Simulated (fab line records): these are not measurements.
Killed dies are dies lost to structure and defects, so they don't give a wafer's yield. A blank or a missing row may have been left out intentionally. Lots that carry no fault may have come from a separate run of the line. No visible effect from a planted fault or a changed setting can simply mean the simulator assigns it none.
fab line records -- flow n5-finfet
record: lots: 5, wafers: 15, last-day: 17
route steps=1938 shown BEOL_M3@958
lots untouched by any fault: they come from a run of this same line in which no faults occurred
start-h: the number of hours between the record's first day and the start of the first shown wafer of the lot -- wait-h: hours elapsed since this lot's preceding step -- " unchanged from the row above -- L1.1+2: a single row standing in for several wafers -- - no value, or no start given -- * or withheld: withheld -- < > ~ a bound
route shown NAME@n: NAME is a module with steps in the file, n the number in the route of the first one -- usual: mean and standard deviation over wafers with no fault -- same: alike in all rows -- chamber/n: place in a boat -- sites: each site's reading -- _std_site: their standard deviation -- _edge_site: outer sites' mean less inner sites' -- radius-mm: how far each site lies from the wafer's centre -- mask NAME#n: copy n -- behind: tool/chamber where the wafer was last shaped -- hold: why the lot went on hold/how many hours it stayed there/how the hold came to an end -- device: which transistor (n, p or np) failed to switch -- end of line: tests run on the same wafers once the route is complete -- a step without rows: its recipe alone -- killed: not the wafer's yield, but the dies lost to structure and defects at the first sort -- map: a wafer's dies, x killed, . not, _ none there
set.NAME: the setting as run; set.NAME@STEP: as run at that earlier step -- model.NAME: the simulator's own value behind a step, which no gauge read
lots at selected steps of the route; one table per step, one row per wafer
services: a tool's chamber out of use, with start hour (start-h, from the record's first day; less than 0 if before it), hours out, and reason
== steps ==
step: N5_BEOL_M3_COAT_68
recipe: resist: SiARC, temp-c: 220, time-s: 60, spin-rpm: 1500, resist-thk-nm: 12
lot.wafer,tool,chamber,start-h,wait-h
L080.1+5+6,litho-track-05,0,-,-
L087.1+2+4,litho-track-05,0,-,-
L092.1+3+6,litho-track-05,0,-,-
L093.1+5+6,litho-track-05,0,-,-
L094.1+3+6,litho-track-02,0,-,-
step: N5_BEOL_M3_COAT_76
recipe: resist: underlayer, temp-c: 205, time-s: 60, spin-rpm: 1500, resist-thk-nm: 5
lot.wafer,tool,chamber,start-h,wait-h
L080.1+5+6,litho-track-05,0,-,-
L087.1+2+4,litho-track-05,0,-,-
L092.1+3+6,litho-track-05,0,-,-
L093.1+5+6,litho-track-05,0,-,-
L094.1+3+6,litho-track-02,0,-,-
step: N5_BEOL_M3_COAT_22
recipe: resist: CAR-EUV, spin-rpm: 1500, resist-thk-nm: 30
lot.wafer,tool,chamber,start-h,wait-h
L080.1+5+6,litho-track-05,0,-,-
L087.1+2+4,litho-track-05,0,-,-
L092.1+3+6,litho-track-05,0,-,-
L093.1+5+6,litho-track-05,0,-,-
L094.1+3+6,litho-track-02,0,-,-
step: N5_BEOL_M3_EBR_24
recipe: solvent: PGMEA, ebr-width-mm: 1.5
lot.wafer,tool,chamber,start-h,wait-h
L080.1+5+6,litho-track-05,0,-,-
L087.1+2+4,litho-track-05,0,-,-
L092.1+3+6,litho-track-05,0,-,-
L093.1+5+6,litho-track-05,0,-,-
L094.1+3+6,litho-track-02,0,-,-
step: N5_BEOL_M3_SOFTBAKE_23
recipe: temp-c: 110, time-s: 60, resist: CAR-EUV
lot.wafer,tool,chamber,start-h,wait-h
L080.1+5+6,litho-track-05,0,-,-
L087.1+2+4,litho-track-05,0,-,-
L092.1+3+6,litho-track-05,0,-,-
L093.1+5+6,litho-track-05,0,-,-
L094.1+3+6,litho-track-02,0,-,-
step: N5_BEOL_M3_EXPOSE_25
recipe: mask-id: V2, na: 0.33, source-shape: quasar, sigma-inner: 0.2, sigma-outer: 0.8, polarization: unpolarized, defocus-nm: 5, dose-mj: 63
usual: exposure-dose-mJ-cm2: 62.96/0.064, reticle-temp-C: 23.00/0.11
same: na: 0.33
lot.wafer,tool,chamber,start-h,wait-h,mask,exposure-dose-mJ-cm2,reticle-temp-C
L080.1,euv-scanner-02,0,223.76,-,V2#0,62.95,22.97
L080.5,euv-scanner-02,0,223.76,-,V2#0,62.92,23.03
L080.6,euv-scanner-02,0,223.76,-,V2#0,62.96,22.95
L087.1,euv-scanner-02,0,233.44,-,V2#0,62.91,23.04
L087.2,euv-scanner-02,0,233.44,-,V2#0,62.88,23.08
L087.4,euv-scanner-02,0,233.44,-,V2#0,62.94,22.93
L092.1,euv-scanner-01,0,256.19,-,V2#0,62.91,23.12
L092.3,euv-scanner-01,0,256.19,-,V2#0,62.93,23.09
L092.6,euv-scanner-01,0,256.19,-,V2#0,63.04,23.21
L093.1,euv-scanner-02,0,274.72,-,V2#0,62.99,23.02
L093.5,euv-scanner-02,0,274.72,-,V2#0,62.95,23.03
L093.6,euv-scanner-02,0,274.72,-,V2#0,62.93,23.12
L094.1,euv-scanner-02,0,276.74,-,V2#0,62.94,22.97
L094.3,euv-scanner-02,0,276.74,-,V2#0,62.92,22.88
L094.6,euv-scanner-02,0,276.74,-,V2#0,62.93,22.85
step: N5_BEOL_M3_PEB_26
recipe: peb-temp-c: 100, peb-time-s: 60, resist: CAR-EUV
lot.wafer,tool,chamber,start-h,wait-h
L080.1+5+6,litho-track-05,0,223.84,0.1
L087.1+2+4,litho-track-05,0,233.52,0.1
L092.1+3+6,litho-track-04,0,256.27,0.1
L093.1+5+6,litho-track-02,0,274.80,0.1
L094.1+3+6,litho-track-02,0,276.82,0.1
step: N5_BEOL_M3_DEVELOP_27
recipe: develop-time-s: 30, developer: TMAH, resist: CAR-EUV, rinse-liquid: surfactant-rinse, dry: air-spin, dev-temp-c: 23
usual: developer-temp-C: 23.02/0.11
lot.wafer,tool,chamber,start-h,wait-h,developer-temp-C
L080.1,litho-track-05,0,-,-,23.05
L080.5,litho-track-05,0,-,-,22.95
L080.6,litho-track-05,0,-,-,22.89
L087.1,litho-track-05,0,-,-,22.87
L087.2,litho-track-05,0,-,-,23.03
L087.4,litho-track-05,0,-,-,22.98
L092.1,litho-track-04,0,-,-,22.86
L092.3,litho-track-04,0,-,-,22.95
L092.6,litho-track-04,0,-,-,22.75
L093.1,litho-track-02,0,-,-,23.04
L093.5,litho-track-02,0,-,-,23.01
L093.6,litho-track-02,0,-,-,22.94
L094.1,litho-track-02,0,-,-,23.04
L094.3,litho-track-02,0,-,-,22.97
L094.6,litho-track-02,0,-,-,23.02
step: N5_BEOL_M3_CD_MEAS_28
recipe: target-cd-nm: 25.7, landing-energy-ev: 500, detector: se-inlens, target-cd-y-nm: 23.3, polarity: opening
usual: cd-nm: 25.64/0.25
same: landing-energy-ev: 500
lot.wafer,tool,chamber,start-h,wait-h,cd-nm
L080.1,cd-sem-03,0,223.91,-,25.04
L080.5,cd-sem-03,0,223.91,-,25.62
L080.6,cd-sem-03,0,223.91,-,25.50
L087.1,cd-sem-01,0,233.58,-,26.13
L087.2,cd-sem-01,0,233.58,-,25.83
L087.4,cd-sem-01,0,233.58,-,25.29
L092.1,cd-sem-01,0,256.34,-,25.86
L092.3,cd-sem-01,0,256.34,-,25.74
L092.6,cd-sem-01,0,256.34,-,25.61
L093.1,cd-sem-01,0,274.86,-,25.82
L093.5,cd-sem-01,0,274.86,-,25.54
L093.6,cd-sem-01,0,274.86,-,25.62
L094.1,cd-sem-01,0,276.89,-,25.77
L094.3,cd-sem-01,0,276.89,-,25.51
L094.6,cd-sem-01,0,276.89,-,25.55
step: N5_BEOL_M3_OVL_MEAS_29
recipe: points-per-wafer: 522
usual: V2_OVL: -0.2/0.67
lot.wafer,tool,chamber,start-h,wait-h,V2_OVL[nm]
L080.1,overlay-02,0,223.94,0.0,-0.6
L080.5,overlay-02,0,223.94,0.0,-1.1
L080.6,overlay-02,0,223.94,0.0,-0.1
L087.1,overlay-01,0,233.62,0.0,0.1
L087.2,overlay-01,0,233.62,0.0,0.4
L087.4,overlay-01,0,233.62,0.0,0.9
L092.1,overlay-01,0,256.37,0.0,0.2
L092.3,overlay-01,0,256.37,0.0,0.2
L092.6,overlay-01,0,256.37,0.0,0.0
L093.1,overlay-02,0,274.89,0.0,-0.6
L093.5,overlay-02,0,274.89,0.0,-0.1
L093.6,overlay-02,0,274.89,0.0,0.2
L094.1,overlay-01,0,276.92,0.0,-0.4
L094.3,overlay-01,0,276.92,0.0,-0.2
L094.6,overlay-01,0,276.92,0.0,0.2
step: N5_BEOL_M3_INSPECT_30
recipe: mode: adi, inspect-instrument: brightfield
usual: raw-defect-count: 415/82
lot.wafer,tool,chamber,start-h,wait-h,raw-defect-count
L080.1,defect-inspect-01,-,224.00,0.1,321
L080.5,defect-inspect-01,-,224.00,0.1,494
L080.6,defect-inspect-01,-,224.00,0.1,596
L087.1,defect-inspect-02,-,233.67,0.1,313
L087.2,defect-inspect-02,-,233.67,0.1,528
L087.4,defect-inspect-02,-,233.67,0.1,365
L092.1,defect-inspect-02,-,256.42,0.1,389
L092.3,defect-inspect-02,-,256.42,0.1,430
L092.6,defect-inspect-02,-,256.42,0.1,374
L093.1,defect-inspect-01,-,274.95,0.1,267
L093.5,defect-inspect-01,-,274.95,0.1,380
L093.6,defect-inspect-01,-,274.95,0.1,267
L094.1,defect-inspect-02,-,276.98,0.1,502
L094.3,defect-inspect-02,-,276.98,0.1,491
L094.6,defect-inspect-02,-,276.98,0.1,457
step: N5_BEOL_M3_DESCUM_33
recipe: chemistry: O2, time-s: 7, source-power-w: 50, bias-power-w: 20, pressure-mtorr: 20, rf-frequency-hz: 2.712e+07, temp-c: 40, resist: CAR-EUV, o2-flow-sccm: 225
usual: drypump-motor-current-A: 5.6/0.44, o2-flow-sccm: 224.9/0.71, oes-product-au: 0.80/0.099, rf-vpp-V: 243.5/1.3, showerhead-plenum-p-Torr: 2.11/0.068, throttle-valve-pct: 20.40/0.24
lot.wafer,tool,chamber,start-h,wait-h,drypump-motor-current-A,o2-flow-sccm,oes-product-au,rf-hours-counter-h,rf-vpp-V,showerhead-plenum-p-Torr,throttle-valve-pct
L080.1,rie-diel-06,2,224.03,0.0,6.2,225.2,0.67,228,243.6,2.18,20.42
L080.5,rie-diel-06,1,224.03,0.0,5.2,224.8,0.80,-,245.0,2.19,20.62
L080.6,rie-diel-06,2,224.03,0.0,6.2,225.2,0.67,-,242.0,2.17,20.42
L087.1,rie-diel-01,2,234.74,1.1,5.5,224.7,0.70,230,243.0,2.16,20.66
L087.2,rie-diel-01,0,234.74,1.1,5.9,226.1,0.95,3,243.9,2.04,20.35
L087.4,rie-diel-01,1,234.74,1.1,5.2,224.6,0.68,233,244.4,2.13,20.49
L092.1,rie-diel-01,2,256.65,0.2,5.5,224.6,0.69,238,243.8,2.15,20.67
L092.3,rie-diel-01,0,256.65,0.2,5.9,225.3,0.92,11,241.7,2.04,20.38
L092.6,rie-diel-01,3,256.65,0.2,6.4,224.7,0.84,-,244.6,2.10,19.76
L093.1,rie-diel-01,1,275.06,0.1,5.2,225.9,0.66,246,243.9,2.13,20.53
L093.5,rie-diel-01,2,275.06,0.1,5.5,224.3,0.70,-,243.1,2.15,20.67
L093.6,rie-diel-01,3,275.06,0.1,6.4,226.1,0.84,-,244.4,2.10,19.77
L094.1,rie-diel-01,1,277.01,0.0,5.2,225.3,0.65,247,244.1,2.13,20.52
L094.3,rie-diel-01,3,277.01,0.0,6.4,224.6,0.84,36,242.5,2.10,19.76
L094.6,rie-diel-01,0,277.01,0.0,5.9,223.6,0.90,-,242.1,2.04,20.36
step: N5_BEOL_M3_ETCH_77
recipe: chemistry: N2/H2, target: underlayer, target-depth-a: 65, mask-material: CAR-EUV, time-s: 5.2, ion-energy-ev: 200, pressure-mtorr: 30, source-w: 840, bias-w: 150, n2-flow-sccm: 200, h2-flow-sccm: 200, ends: cleared
usual: drypump-motor-current-A: 5.6/0.43, etch-rf-on-time-s: 5.13/0.12, oes-product-au: 0.69/0.083, rf-vpp-V: 524.8/2.2, showerhead-plenum-p-Torr: 2.58/0.07, throttle-valve-pct: 17.95/0.23
lot.wafer,tool,chamber,start-h,wait-h,drypump-motor-current-A,etch-rf-on-time-s,oes-product-au,rf-hours-counter-h,rf-vpp-V,showerhead-plenum-p-Torr,throttle-valve-pct
L080.1,rie-diel-06,2,224.07,0.0,6.2,5.00,0.60,228,525.5,2.62,17.84
L080.5,rie-diel-06,1,224.07,0.0,5.3,5.10,0.68,-,526.6,2.66,18.05
L080.6,rie-diel-06,2,224.07,0.0,6.2,4.98,0.60,-,527.4,2.62,17.85
L087.1,rie-diel-01,2,234.77,0.0,5.4,5.07,0.61,230,527.0,2.60,18.05
L087.2,rie-diel-01,0,234.77,0.0,5.9,5.16,0.81,3,522.8,2.54,18.12
L087.4,rie-diel-01,1,234.77,0.0,5.2,5.31,0.58,233,525.7,2.62,18.18
L092.1,rie-diel-01,2,256.69,0.0,5.5,5.13,0.60,238,525.8,2.60,18.08
L092.3,rie-diel-01,0,256.69,0.0,5.9,5.18,0.77,11,522.8,2.53,18.16
L092.6,rie-diel-01,3,256.69,0.0,6.4,5.32,0.72,-,525.0,2.60,17.54
L093.1,rie-diel-01,1,275.09,0.0,5.2,5.32,0.57,246,524.1,2.62,18.23
L093.5,rie-diel-01,2,275.09,0.0,5.5,5.12,0.59,-,524.0,2.60,18.10
L093.6,rie-diel-01,3,275.09,0.0,6.4,5.33,0.74,-,526.8,2.60,17.54
L094.1,rie-diel-01,1,277.05,0.0,5.2,5.33,0.57,247,525.2,2.62,18.18
L094.3,rie-diel-01,3,277.05,0.0,6.4,5.34,0.71,36,525.8,2.60,17.54
L094.6,rie-diel-01,0,277.05,0.0,5.9,5.20,0.78,-,525.2,2.53,18.14
step: N5_BEOL_M3_ETCH_69
recipe: chemistry: CF4, target: SiARC, target-depth-a: 156, mask-material: CAR-EUV, time-s: 26, ion-energy-ev: 80, pressure-mtorr: 40, source-w: 545, bias-w: 36, Ar_flow_sccm: 100, cf4-flow-sccm: 100, ends: cleared
usual: drypump-motor-current-A: 5.6/0.44, etch-rf-on-time-s: 25.6/0.62, oes-product-au: 0.69/0.083, rf-vpp-V: 184.4/1.2, showerhead-plenum-p-Torr: 2.17/0.061, throttle-valve-pct: 15.64/0.23
lot.wafer,tool,chamber,start-h,wait-h,drypump-motor-current-A,etch-rf-on-time-s,oes-product-au,rf-hours-counter-h,rf-vpp-V,showerhead-plenum-p-Torr,throttle-valve-pct
L080.1,rie-diel-06,2,224.08,0.0,6.2,25.0,0.59,228,184.2,2.19,15.51
L080.5,rie-diel-06,1,224.08,0.0,5.2,25.7,0.68,-,186.1,2.25,15.83
L080.6,rie-diel-06,2,224.08,0.0,6.2,25.0,0.59,-,184.3,2.19,15.49
L087.1,rie-diel-01,2,234.79,0.0,5.5,26.0,0.61,230,184.5,2.20,15.88
L087.2,rie-diel-01,0,234.79,0.0,5.9,26.0,0.80,3,182.3,2.10,15.49
L087.4,rie-diel-01,1,234.79,0.0,5.2,26.8,0.58,233,184.8,2.22,15.95
L092.1,rie-diel-01,2,256.70,0.0,5.5,25.8,0.61,238,184.5,2.20,15.89
L092.3,rie-diel-01,0,256.70,0.0,5.9,25.8,0.78,11,183.4,2.09,15.51
L092.6,rie-diel-01,3,256.70,0.0,6.4,26.4,0.73,-,183.5,2.17,15.15
L093.1,rie-diel-01,1,275.11,0.0,5.2,26.7,0.57,246,185.6,2.22,15.98
L093.5,rie-diel-01,2,275.11,0.0,5.5,25.9,0.60,-,184.5,2.20,15.91
L093.6,rie-diel-01,3,275.11,0.0,6.4,26.3,0.72,-,185.6,2.17,15.15
L094.1,rie-diel-01,1,277.06,0.0,5.2,26.6,0.58,247,184.1,2.21,15.99
L094.3,rie-diel-01,3,277.06,0.0,6.4,26.1,0.73,36,187.4,2.17,15.16
L094.6,rie-diel-01,0,277.06,0.0,5.9,25.7,0.77,-,184.8,2.09,15.52
step: N5_BEOL_M3_ALD_98
recipe: material: SiO2, target-thk-a: 25, temp-c: 100, ald-precursor-family: BDEAS, ald-co-reactant: O2-plasma, pulse-time-s: 1, co-reactant-pulse-time-s: 1, purge-time-s: 2, co-reactant-purge-time-s: 2, ald-cycles: 17, pressure-torr: 2
usual: heater-power-w: 81/7.4, precursor-pulse-height-rel: 1.001/0.021
same: co-reactant-pulse-time-s: 1
lot.wafer,tool,chamber,start-h,wait-h,heater-power-w,precursor-pulse-height-rel
L080.1,ald-sin-03,0,224.17,0.1,90,0.999
L080.5,ald-sin-03,0,224.17,0.1,87,1.007
L080.6,ald-sin-03,1,224.17,0.1,102,1.006
L087.1,ald-sin-03,0,235.00,0.2,89,0.991
L087.2,ald-sin-03,2,235.00,0.2,94,1.017
L087.4,ald-sin-03,3,235.00,0.2,79,1.009
L092.1,ald-sin-04,2,256.79,0.1,77,1.026
L092.3,ald-sin-04,3,256.79,0.1,82,1.028
L092.6,ald-sin-04,0,256.79,0.1,81,0.995
L093.1,ald-sin-02,3,275.65,0.5,75,1.036
L093.5,ald-sin-02,2,275.65,0.5,80,0.969
L093.6,ald-sin-02,1,275.65,0.5,76,0.989
L094.1,ald-sin-04,3,277.15,0.1,85,1.007
L094.3,ald-sin-04,0,277.15,0.1,83,0.984
L094.6,ald-sin-04,3,277.15,0.1,88,0.971
== services ==
tool,chamber,start-h,hours,kind
euv-scanner-01,-,208.44,2.0,repair
rie-diel-01,0,211.47,-,clean
rie-diel-01,0,211.47,-,consumable-replace:focus-ring
rie-diel-01,0,211.47,18.4,scheduled-down
rie-diel-01,0,211.47,18.4,vent-cycle
rie-diel-01,2,218.89,6.3,repair
litho-track-05,-,219.40,-,consumable-replace:filter
rie-diel-06,2,227.39,4.3,repair
euv-scanner-01,-,233.93,1.0,pm
euv-scanner-02,-,237.64,1.0,pm
rie-diel-06,1,244.69,4.1,repair
litho-track-02,-,265.56,-,consumable-replace:filter
ald-sin-03,-,268.45,14.0,pm
ald-sin-03,0,268.45,14.0,vent-cycle
ald-sin-03,1,268.45,14.0,vent-cycle
ald-sin-03,2,268.45,14.0,vent-cycle
ald-sin-03,3,268.45,14.0,vent-cycle
euv-scanner-01,-,270.26,4.6,pm
ald-sin-02,-,276.83,6.1,pm
== key ==
fault none
